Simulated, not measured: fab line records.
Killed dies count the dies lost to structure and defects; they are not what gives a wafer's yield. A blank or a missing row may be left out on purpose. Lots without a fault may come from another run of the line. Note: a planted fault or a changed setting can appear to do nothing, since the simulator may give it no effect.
Which of the tools did it? || flow n5-finfet || 7 lots, 21 wafers sampled, at 8 steps of a route of 1938

## WHAT EACH GAUGE READ, for each wafer
N5_FIN_SAQP_INSPECT_40: inspects for defects (brightfield).
{"lot": "L227", "measured": "day 3 15:03", "on": "defect-inspect-02", "raw-defect-count": "177 163 181"}
{"lot": "L229", "measured": "day 4 03:26", "on": "defect-inspect-02", "raw-defect-count": "246 155 193"}
{"lot": "L231", "measured": "day 4 14:59", "on": "defect-inspect-01", "raw-defect-count": "191 817 222"}
{"lot": "L232", "measured": "day 4 21:07", "on": "defect-inspect-02", "raw-defect-count": "310 259 810"}
{"lot": "L242", "measured": "day 7 08:48", "on": "defect-inspect-01", "raw-defect-count": "154 208 149"}
{"lot": "L243", "measured": "day 7 14:25", "on": "defect-inspect-01", "raw-defect-count": "194 146 228"}
{"lot": "L244", "measured": "day 7 20:16", "on": "defect-inspect-01", "raw-defect-count": "147 152 146"}

N5_FIN_CUT_INSPECT_10: inspects for defects (brightfield).
{"lot": "L227", "measured": "day 3 15:34", "on": "defect-inspect-02", "raw-defect-count": "52 38 34"}
{"lot": "L229", "measured": "day 4 03:58", "on": "defect-inspect-01", "raw-defect-count": "51 22 34"}
{"lot": "L231", "measured": "day 4 15:22", "on": "defect-inspect-01", "raw-defect-count": "46 653 50"}
{"lot": "L232", "measured": "day 4 21:31", "on": "defect-inspect-02", "raw-defect-count": "61 39 647"}
{"lot": "L242", "measured": "day 7 09:11", "on": "defect-inspect-01", "raw-defect-count": "36 60 23"}
{"lot": "L243", "measured": "day 7 14:48", "on": "defect-inspect-02", "raw-defect-count": "31 32 42"}
{"lot": "L244", "measured": "day 7 20:47", "on": "defect-inspect-02", "raw-defect-count": "41 35 35"}

N5_FIN_CUT_INSPECT_17: inspects for defects (brightfield).
{"lot": "L227", "measured": "day 3 16:31", "on": "defect-inspect-01", "raw-defect-count": "200 182 202"}
{"lot": "L229", "measured": "day 4 04:56", "on": "defect-inspect-01", "raw-defect-count": "245 172 190"}
{"lot": "L231", "measured": "day 4 16:19", "on": "defect-inspect-01", "raw-defect-count": "211 803 225"}
{"lot": "L232", "measured": "day 4 22:30", "on": "defect-inspect-01", "raw-defect-count": "317 272 829"}
{"lot": "L242", "measured": "day 7 10:10", "on": "defect-inspect-02", "raw-defect-count": "145 204 157"}
{"lot": "L243", "measured": "day 7 15:45", "on": "defect-inspect-01", "raw-defect-count": "185 137 212"}
{"lot": "L244", "measured": "day 7 21:46", "on": "defect-inspect-02", "raw-defect-count": "160 160 156"}

N5_BEOL_M4_RC_MEAS_101.
{"lot": "L227", "measured": "day 9 13:05", "on": "prober-01", "DIBL_N (mV/V)": "38.6 38.2 37.8", "DIBL_P (mV/V)": "37.1 37.4 35.5", "IOFF_N (nA/um)": "0.156 0.152 0.137", "IOFF_P (nA/um)": "0.234 0.229 0.201", "ION_N (uA/um)": "668 673 674", "ION_P (uA/um)": "467 469 461", "SS_N (mV/dec)": "71.9 71.0 71.8", "SS_P (mV/dec)": "73.6 73.6 73.1", "VT_N (mV)": "252.9 249.7 253.1", "VT_P (mV)": "-250.9 -249.4 -250.7"}
{"lot": "L229", "measured": "day 10 01:46", "on": "prober-01", "DIBL_N (mV/V)": "35.9 35.3 35.4", "DIBL_P (mV/V)": "37.6 36.3 35.6", "IOFF_N (nA/um)": "0.178 0.157 0.154", "IOFF_P (nA/um)": "0.229 0.213 0.201", "ION_N (uA/um)": "687 672 679", "ION_P (uA/um)": "463 461 461", "SS_N (mV/dec)": "71.1 70.7 70.4", "SS_P (mV/dec)": "73.7 73.3 73.0", "VT_N (mV)": "248.4 251.2 248.0", "VT_P (mV)": "-251.9 -250.3 -248.6"}
{"lot": "L231", "measured": "day 11 04:47", "on": "prober-01", "DIBL_N (mV/V)": "34.8 37.6 35.2", "DIBL_P (mV/V)": "33.4 37.7 33.9", "IOFF_N (nA/um)": "0.129 0.172 0.131", "IOFF_P (nA/um)": "0.172 0.227 0.173", "ION_N (uA/um)": "665 680 677", "ION_P (uA/um)": "459 464 459", "SS_N (mV/dec)": "71.0 71.2 71.1", "SS_P (mV/dec)": "72.6 73.9 72.5", "VT_N (mV)": "253.6 246.5 250.5", "VT_P (mV)": "-249.8 -248.4 -249.7"}
{"lot": "L232", "measured": "day 10 22:40", "on": "prober-01", "DIBL_N (mV/V)": "34.4 36.0 35.0", "DIBL_P (mV/V)": "35.3 37.7 35.8", "IOFF_N (nA/um)": "0.131 0.168 0.136", "IOFF_P (nA/um)": "0.202 0.234 0.205", "ION_N (uA/um)": "670 674 660", "ION_P (uA/um)": "464 470 456", "SS_N (mV/dec)": "71.1 71.9 71.7", "SS_P (mV/dec)": "72.9 74.5 73.6", "VT_N (mV)": "252.5 247.5 252.5", "VT_P (mV)": "-251.6 -246.9 -250.2"}
{"lot": "L242", "measured": "day 13 12:47", "on": "prober-01", "DIBL_N (mV/V)": "36.7 34.1 34.5", "DIBL_P (mV/V)": "38.9 35.2 36.2", "IOFF_N (nA/um)": "0.172 0.128 0.141", "IOFF_P (nA/um)": "0.245 0.191 0.199", "ION_N (uA/um)": "678 662 671", "ION_P (uA/um)": "468 462 461", "SS_N (mV/dec)": "71.2 70.9 70.6", "SS_P (mV/dec)": "73.8 72.5 73.5", "VT_N (mV)": "248.6 250.9 251.8", "VT_P (mV)": "-249.6 -248.4 -251.2"}
{"lot": "L243", "measured": "day 13 20:19", "on": "prober-01", "DIBL_N (mV/V)": "36.9 36.1 37.2", "DIBL_P (mV/V)": "37.2 36.4 37.9", "IOFF_N (nA/um)": "0.179 0.162 0.189", "IOFF_P (nA/um)": "0.233 0.231 0.242", "ION_N (uA/um)": "680 683 687", "ION_P (uA/um)": "468 469 471", "SS_N (mV/dec)": "71.7 71.4 72.7", "SS_P (mV/dec)": "73.4 74.0 74.3", "VT_N (mV)": "249.0 249.9 247.6", "VT_P (mV)": "-246.6 -250.1 -248.8"}
{"lot": "L244", "measured": "day 14 01:29", "on": "prober-01", "DIBL_N (mV/V)": "36.2 35.2 37.5", "DIBL_P (mV/V)": "36.6 34.4 37.0", "IOFF_N (nA/um)": "0.155 0.125 0.157", "IOFF_P (nA/um)": "0.221 0.181 0.228", "ION_N (uA/um)": "673 660 673", "ION_P (uA/um)": "465 451 460", "SS_N (mV/dec)": "71.6 70.8 71.8", "SS_P (mV/dec)": "74.1 73.0 74.3", "VT_N (mV)": "250.7 253.3 250.6", "VT_P (mV)": "-249.9 -250.6 -249.8"}

## WHICH TOOL RAN EACH LOT (tool, then ch and the chambers of the sampled wafers, then the start)
{"lot": "L227", "N5_FIN_SAQP_MANDREL1_REMOVE_56": "rie-si-06 ch 0,2,3, day 3 12:21", "N5_FIN_SAQP_STRIP_70": "rie-diel-04 ch 0,1,2, day 3 13:32", "N5_FIN_SAQP_ETCH_34": "rie-diel-05 ch 2,3, day 3 14:29", "N5_FIN_SAQP_ETCH_64": "rie-si-06 ch 1,2,3, day 3 14:40"}
{"lot": "L229", "N5_FIN_SAQP_MANDREL1_REMOVE_56": "rie-si-05 ch 0,2,3, day 4 00:32", "N5_FIN_SAQP_STRIP_70": "rie-diel-05 ch 1,2,3, day 4 01:28", "N5_FIN_SAQP_ETCH_34": "rie-diel-04 ch 1,3, day 4 02:59", "N5_FIN_SAQP_ETCH_64": "rie-si-06 ch 0,1,3, day 4 03:10"}
{"lot": "L231", "N5_FIN_SAQP_MANDREL1_REMOVE_56": "rie-si-03 ch 0,2,3, day 4 11:55", "N5_FIN_SAQP_STRIP_70": "rie-diel-04 ch 0,2, day 4 13:07", "N5_FIN_SAQP_ETCH_34": "rie-diel-05 ch 0,2,3, day 4 14:31", "N5_FIN_SAQP_ETCH_64": "rie-si-06 ch 0,1,2, day 4 14:43"}
{"lot": "L232", "N5_FIN_SAQP_MANDREL1_REMOVE_56": "rie-si-06 ch 0,1, day 4 18:50", "N5_FIN_SAQP_STRIP_70": "rie-diel-04 ch 0,2,3, day 4 19:47", "N5_FIN_SAQP_ETCH_34": "rie-diel-06 ch 1,2,3, day 4 20:40", "N5_FIN_SAQP_ETCH_64": "rie-si-06 ch 0,2,3, day 4 20:51"}
{"lot": "L242", "N5_FIN_SAQP_MANDREL1_REMOVE_56": "rie-si-05 ch 1,2, day 7 06:23", "N5_FIN_SAQP_STRIP_70": "rie-diel-05 ch 2,3, day 7 07:20", "N5_FIN_SAQP_ETCH_34": "rie-diel-05 ch 0,1,3, day 7 08:20", "N5_FIN_SAQP_ETCH_64": "rie-si-05 ch 0,3, day 7 08:32"}
{"lot": "L243", "N5_FIN_SAQP_MANDREL1_REMOVE_56": "rie-si-05 ch 0,1, day 7 12:03", "N5_FIN_SAQP_STRIP_70": "rie-diel-05 ch 1,3, day 7 13:05", "N5_FIN_SAQP_ETCH_34": "rie-diel-04 ch 0,3, day 7 13:56", "N5_FIN_SAQP_ETCH_64": "rie-si-05 ch 0,3, day 7 14:08"}
{"lot": "L244", "N5_FIN_SAQP_MANDREL1_REMOVE_56": "rie-si-05 ch 2,3, day 7 17:36", "N5_FIN_SAQP_STRIP_70": "rie-diel-06 ch 0,1, day 7 18:39", "N5_FIN_SAQP_ETCH_34": "rie-diel-04 ch 0,1,3, day 7 19:48", "N5_FIN_SAQP_ETCH_64": "rie-si-05 ch 1,3, day 7 20:00"}
- N5_FIN_SAQP_MANDREL1_REMOVE_56: chemistry HBr/Cl2/O2, target a-Si, stops on SiNx, bt time 10 s.
- N5_FIN_SAQP_STRIP_70: strips in N2/H2.
- N5_FIN_SAQP_ETCH_34: etches SiO2 in C4F6/O2, target depth 45 nm, time 15 s.
- N5_FIN_SAQP_ETCH_64: etches SiO2 in CF4, target depth 1.5 nm.

## AS READ BY THE TOOLS THEMSELVES (means over the sampled wafers that have a number; for cases with no such wafer, the mark the record gives instead)
N5_FIN_SAQP_MANDREL1_REMOVE_56.
{"lot": "L227", "tool": "rie-si-06", "chamber-pressure-mTorr (mTorr)": 10.002, "drypump-motor-current-A (A)": 5.5, "oes-product-au (a.u.)": 0.994, "throttle-valve-pct (%)": 36.72}
{"lot": "L229", "tool": "rie-si-05", "chamber-pressure-mTorr (mTorr)": 9.991, "drypump-motor-current-A (A)": 5.7, "oes-product-au (a.u.)": 1.003, "throttle-valve-pct (%)": 36.62}
{"lot": "L231", "tool": "rie-si-03", "chamber-pressure-mTorr (mTorr)": 10.003, "drypump-motor-current-A (A)": 5.8, "oes-product-au (a.u.)": 1.008, "throttle-valve-pct (%)": 36.44}
{"lot": "L232", "tool": "rie-si-06", "chamber-pressure-mTorr (mTorr)": 9.995, "drypump-motor-current-A (A)": 6.2, "oes-product-au (a.u.)": 0.984, "throttle-valve-pct (%)": 36.73}
{"lot": "L242", "tool": "rie-si-05", "chamber-pressure-mTorr (mTorr)": 9.989, "drypump-motor-current-A (A)": 5.8, "oes-product-au (a.u.)": 0.993, "throttle-valve-pct (%)": 36.74}
{"lot": "L243", "tool": "rie-si-05", "chamber-pressure-mTorr (mTorr)": 9.996, "drypump-motor-current-A (A)": 5.4, "oes-product-au (a.u.)": 1.025, "throttle-valve-pct (%)": 36.72}
{"lot": "L244", "tool": "rie-si-05", "chamber-pressure-mTorr (mTorr)": 9.995, "drypump-motor-current-A (A)": 6.0, "oes-product-au (a.u.)": 0.997, "throttle-valve-pct (%)": 36.64}

N5_FIN_SAQP_STRIP_70.
{"lot": "L227", "tool": "rie-diel-04", "bias-power-w (W)": 28.03, "chamber-pressure-mTorr (mTorr)": 50.01, "drypump-motor-current-A (A)": 5.8, "oes-product-au (a.u.)": 0.91, "power-w (W)": 500.8, "rf-vpp-V (V)": 121.2, "showerhead-plenum-p-Torr (Torr)": 3.43, "throttle-valve-pct (%)": 18.6}
{"lot": "L229", "tool": "rie-diel-05", "bias-power-w (W)": 28.01, "chamber-pressure-mTorr (mTorr)": 50.02, "drypump-motor-current-A (A)": 5.8, "oes-product-au (a.u.)": 0.73, "power-w (W)": 500.3, "rf-vpp-V (V)": 122.5, "showerhead-plenum-p-Torr (Torr)": 3.44, "throttle-valve-pct (%)": 18.6}
{"lot": "L231", "tool": "rie-diel-04", "bias-power-w (W)": 27.99, "chamber-pressure-mTorr (mTorr)": 50.01, "drypump-motor-current-A (A)": 5.6, "oes-product-au (a.u.)": 0.91, "power-w (W)": 498.6, "rf-vpp-V (V)": 122.1, "showerhead-plenum-p-Torr (Torr)": 3.42, "throttle-valve-pct (%)": 18.7}
{"lot": "L232", "tool": "rie-diel-04", "bias-power-w (W)": 27.95, "chamber-pressure-mTorr (mTorr)": 49.98, "drypump-motor-current-A (A)": 5.6, "oes-product-au (a.u.)": 0.83, "power-w (W)": 500.5, "rf-vpp-V (V)": 122.4, "showerhead-plenum-p-Torr (Torr)": 3.43, "throttle-valve-pct (%)": 18.8}
{"lot": "L242", "tool": "rie-diel-05", "bias-power-w (W)": 28.01, "chamber-pressure-mTorr (mTorr)": 50.05, "drypump-motor-current-A (A)": 5.9, "oes-product-au (a.u.)": 0.76, "power-w (W)": 500.6, "rf-vpp-V (V)": 121.4, "showerhead-plenum-p-Torr (Torr)": 3.36, "throttle-valve-pct (%)": 18.6}
{"lot": "L243", "tool": "rie-diel-05", "bias-power-w (W)": 28.02, "chamber-pressure-mTorr (mTorr)": 49.97, "drypump-motor-current-A (A)": 5.8, "oes-product-au (a.u.)": 0.69, "power-w (W)": 499.5, "rf-vpp-V (V)": 122.4, "showerhead-plenum-p-Torr (Torr)": 3.38, "throttle-valve-pct (%)": 18.8}
{"lot": "L244", "tool": "rie-diel-06", "bias-power-w (W)": 27.93, "chamber-pressure-mTorr (mTorr)": 50.01, "drypump-motor-current-A (A)": 6.2, "oes-product-au (a.u.)": 0.83, "power-w (W)": 499.9, "rf-vpp-V (V)": 122.2, "showerhead-plenum-p-Torr (Torr)": 3.49, "throttle-valve-pct (%)": 18.8}

N5_FIN_SAQP_ETCH_34.
{"lot": "L227", "tool": "rie-diel-05", "chamber-pressure-mTorr (mTorr)": 29.979, "drypump-motor-current-A (A)": 5.9, "etch-rf-on-time-s (s)": 15.18, "oes-product-au (a.u.)": 0.59, "rf-vpp-V (V)": 669, "showerhead-plenum-p-Torr (Torr)": 2.86, "throttle-valve-pct (%)": 21.01}
{"lot": "L229", "tool": "rie-diel-04", "chamber-pressure-mTorr (mTorr)": 29.997, "drypump-motor-current-A (A)": 5.7, "etch-rf-on-time-s (s)": 15.00, "oes-product-au (a.u.)": 0.66, "rf-vpp-V (V)": 671, "showerhead-plenum-p-Torr (Torr)": 2.92, "throttle-valve-pct (%)": 20.89}
{"lot": "L231", "tool": "rie-diel-05", "chamber-pressure-mTorr (mTorr)": 30.031, "drypump-motor-current-A (A)": 5.6, "etch-rf-on-time-s (s)": 15.13, "oes-product-au (a.u.)": 0.59, "rf-vpp-V (V)": 664, "showerhead-plenum-p-Torr (Torr)": 2.81, "throttle-valve-pct (%)": 21.09}
{"lot": "L232", "tool": "rie-diel-06", "chamber-pressure-mTorr (mTorr)": 29.981, "drypump-motor-current-A (A)": 6.2, "etch-rf-on-time-s (s)": 15.12, "oes-product-au (a.u.)": 0.68, "rf-vpp-V (V)": 665, "showerhead-plenum-p-Torr (Torr)": 2.82, "throttle-valve-pct (%)": 20.87}
{"lot": "L242", "tool": "rie-diel-05", "chamber-pressure-mTorr (mTorr)": 29.989, "drypump-motor-current-A (A)": 5.5, "etch-rf-on-time-s (s)": 14.96, "oes-product-au (a.u.)": 0.68, "rf-vpp-V (V)": 670, "showerhead-plenum-p-Torr (Torr)": 2.94, "throttle-valve-pct (%)": 21.02}
{"lot": "L243", "tool": "rie-diel-04", "chamber-pressure-mTorr (mTorr)": 30.019, "drypump-motor-current-A (A)": 5.5, "etch-rf-on-time-s (s)": 14.70, "oes-product-au (a.u.)": 0.81, "rf-vpp-V (V)": 674, "showerhead-plenum-p-Torr (Torr)": 2.91, "throttle-valve-pct (%)": 20.78}
{"lot": "L244", "tool": "rie-diel-04", "chamber-pressure-mTorr (mTorr)": 30.019, "drypump-motor-current-A (A)": 5.7, "etch-rf-on-time-s (s)": 14.92, "oes-product-au (a.u.)": 0.76, "rf-vpp-V (V)": 674, "showerhead-plenum-p-Torr (Torr)": 2.90, "throttle-valve-pct (%)": 20.78}

N5_FIN_SAQP_ETCH_64.
{"lot": "L227", "tool": "rie-si-06", "chamber-pressure-mTorr (mTorr)": 10.003, "drypump-motor-current-A (A)": 5.7, "oes-product-au (a.u.)": 0.992, "throttle-valve-pct (%)": 21.64}
{"lot": "L229", "tool": "rie-si-06", "chamber-pressure-mTorr (mTorr)": 10.006, "drypump-motor-current-A (A)": 6.2, "oes-product-au (a.u.)": 0.986, "throttle-valve-pct (%)": 21.71}
{"lot": "L231", "tool": "rie-si-06", "chamber-pressure-mTorr (mTorr)": 9.997, "drypump-motor-current-A (A)": 5.8, "oes-product-au (a.u.)": 0.995, "throttle-valve-pct (%)": 21.76}
{"lot": "L232", "tool": "rie-si-06", "chamber-pressure-mTorr (mTorr)": 10.004, "drypump-motor-current-A (A)": 5.5, "oes-product-au (a.u.)": 0.998, "throttle-valve-pct (%)": 21.83}
{"lot": "L242", "tool": "rie-si-05", "chamber-pressure-mTorr (mTorr)": 10.007, "drypump-motor-current-A (A)": 5.5, "oes-product-au (a.u.)": 1.024, "throttle-valve-pct (%)": 21.71}
{"lot": "L243", "tool": "rie-si-05", "chamber-pressure-mTorr (mTorr)": 10.010, "drypump-motor-current-A (A)": 6.0, "oes-product-au (a.u.)": 1.021, "throttle-valve-pct (%)": 21.69}
{"lot": "L244", "tool": "rie-si-05", "chamber-pressure-mTorr (mTorr)": 10.005, "drypump-motor-current-A (A)": 6.2, "oes-product-au (a.u.)": 1.014, "throttle-valve-pct (%)": 21.91}

## THE ANSWER, worked out from the rows above alone
Rule: the lots themselves supply what counts as usual. The widest of any qualifying gaps counts: lots, ordered by their means at a reading, are off when they make up no more than a third of the lots, leave a main group of 4 or more, and stand apart from it by 3 or more times the standard deviation of that group's means. A main group is skipped when, at the precision printed for the reading in the tables above, its means are all equal. A lot without any number at a reading at which 4 lots or more have one is off too. All remaining lots with rows at the step are treated as sound. The gauges are gone through in route order, then the tools' own readings, and for those a lot's mean is taken as printed above. The first step at which some lot is off is used, and at that step the reading that is off furthest; a lot without a number counts as furthest.
Off, at N5_FIN_SAQP_INSPECT_40 on raw-defect-count: L231, L232. Mean 176 and standard deviation 17 in the main group.
If a tool, at a process step before that reading, ran all the lots that are off and no sound lot after the first of them, it fits. Gauges at N5_FIN_SAQP_INSPECT_40: tried the same way as those tools. 2 tools fit, rie-diel-04 at N5_FIN_SAQP_STRIP_70 and rie-si-06 at N5_FIN_SAQP_ETCH_64, so this cannot tell which one it is.

## WHAT HAD BEEN PUT IN BY THE SIMULATOR
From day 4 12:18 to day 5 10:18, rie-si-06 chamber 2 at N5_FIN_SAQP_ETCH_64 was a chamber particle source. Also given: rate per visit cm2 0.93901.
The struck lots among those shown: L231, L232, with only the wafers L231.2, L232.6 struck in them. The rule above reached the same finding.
